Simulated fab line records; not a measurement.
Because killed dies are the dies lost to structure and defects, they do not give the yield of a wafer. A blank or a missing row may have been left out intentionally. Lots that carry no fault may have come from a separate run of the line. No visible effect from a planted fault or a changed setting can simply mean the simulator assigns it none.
Problem report in the 8D (eight disciplines) form, filled by code || flow nand harc || the parts of the form that need people (team, actions taken, sign-off) are left out

## 1. THE PROBLEM
Wafers without a fault read 24, standard deviation 8.7; killed at array at NHARC_END_SORT_01 reads a mean of 674 on 4 wafers belonging to 2 lots. Relative to the usual mean, that is a shift of +75 standard deviations.
Seen first at day 22 00:25 on prober-01, wafer L962.1. The record has a number at this step for 6 wafers belonging to 2 lots. The rule behind "out" and "out of limits": a value lying over 4 standard deviations away from the usual mean. All remaining wafers that have a number are taken as sound.

## 2. WHAT IT IS, AND WHAT IT ISN'T
{"question": "which readings at this step", "is": "killed at array, killed dies", "is not": "killed at other, killed at periphery, killed open, killed short"}
{"question": "which lots", "is": "L962, L971", "is not": "-"}
{"question": "which wafers of those lots", "is": "L962.1, L962.6, L971.2, L971.6", "is not": "L962.5, L971.4"}
{"question": "read on which gauges", "is": "prober-01", "is not": "-"}
{"question": "when", "is": "from day 22 00:25", "is not": "up to then (0 sound wafers); but 2 sound wafers of L962, L971 came after"}

## 3. SUSPECTS, AND WHAT RULES EACH OUT
Counting: any tool at a process step up to the reading remains a suspect provided it ran every lot that is out. Sound lots after the first of them don't rule it out here, since some wafers of a struck lot are sound.
- ruled out: the gauge at NHARC_END_SORT_01. All the wafers that are out were read on prober-01, but those of them that NHARC_A_WL_FILL_ETCHBACK_04 has rows for are out there too, on other tools.
- rie diel-07 at NHARC_A_SLIT_ETCH_29 (etches the open film in CF4/O2, target depth 100 nm, overetch 10 nm, time 55 s): kept. It ran every lot that is out, first L962 (day 17 06:07).
- rie metal-03 at NHARC_A_WL_FILL_ETCHBACK_04 (etches the open film in NF3, target depth 60 nm, time 120 s): kept. It ran every lot that is out, first L962 (day 18 01:57). Its own oes product au readings are out on those wafers.
- Within rie diel-07 at NHARC_A_SLIT_ETCH_29: the wafers that are out ran in chambers 0, 1, 3; their sound lot-mates ran in chamber 2.
- The sound lot-mates ran in chamber 1 of rie metal-03 at NHARC_A_WL_FILL_ETCHBACK_04, but the wafers that are out ran in chamber 0.
After counting, rie diel-07 at NHARC_A_SLIT_ETCH_29 and rie metal-03 at NHARC_A_WL_FILL_ETCHBACK_04 remain.

## 4. THE CAUSE (what the simulator had put in)
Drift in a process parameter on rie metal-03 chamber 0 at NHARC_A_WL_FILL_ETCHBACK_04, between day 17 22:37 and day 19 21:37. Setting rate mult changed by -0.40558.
Counting leaves 2 suspects; this tool is one of them.

## 5. SEQUENCE OF EFFECTS, ordered by route
Rows list readings where the struck wafers' mean (over those with a number) sits beyond 3 standard deviations from the usual. Only readings whose record carries a usual standard deviation are examined. hours: median over the lots of the time between each lot's start at the first step of this table that gives one and its start at this step. sigmas: the change, counted in usual standard deviations.
{"hours": 0, "step": "NHARC_A_WL_FILL_ETCHBACK_04", "reading": "oes product au", "usual": "1.004 a.u.", "on struck wafers": 0.752, "change": -0.252, "sigmas": -31}
{"hours": 105, "step": "NHARC_END_SORT_01", "reading": "killed at array", "usual": 24, "on struck wafers": 674, "change": "+650", "sigmas": "+75"}
{"hours": 105, "step": "NHARC_END_SORT_01", "reading": "killed dies", "usual": 28, "on struck wafers": 677, "change": "+649", "sigmas": "+73"}
The process steps in it:
- NHARC_A_WL_FILL_ETCHBACK_04: etches the open film in NF3, target depth 60 nm, time 120 s.

## 6. WHAT WOULD HAVE CAUGHT IT SOONER
The first out-of-limits reading at a measuring or inspecting step in this record came at day 22 00:25, 98 hours after the fault's start at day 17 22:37.
At NHARC_A_WL_FILL_ETCHBACK_04, the tool's own readings (oes product au) were out on each struck wafer the step has a row for, so an alarm limit on them would have fired on the first such wafer.
By day 22 00:25 the whole set of lots that are out, 2 in number, had already begun NHARC_A_WL_FILL_ETCHBACK_04 on rie metal-03. None of them would have been spared by holding the tool at that moment.
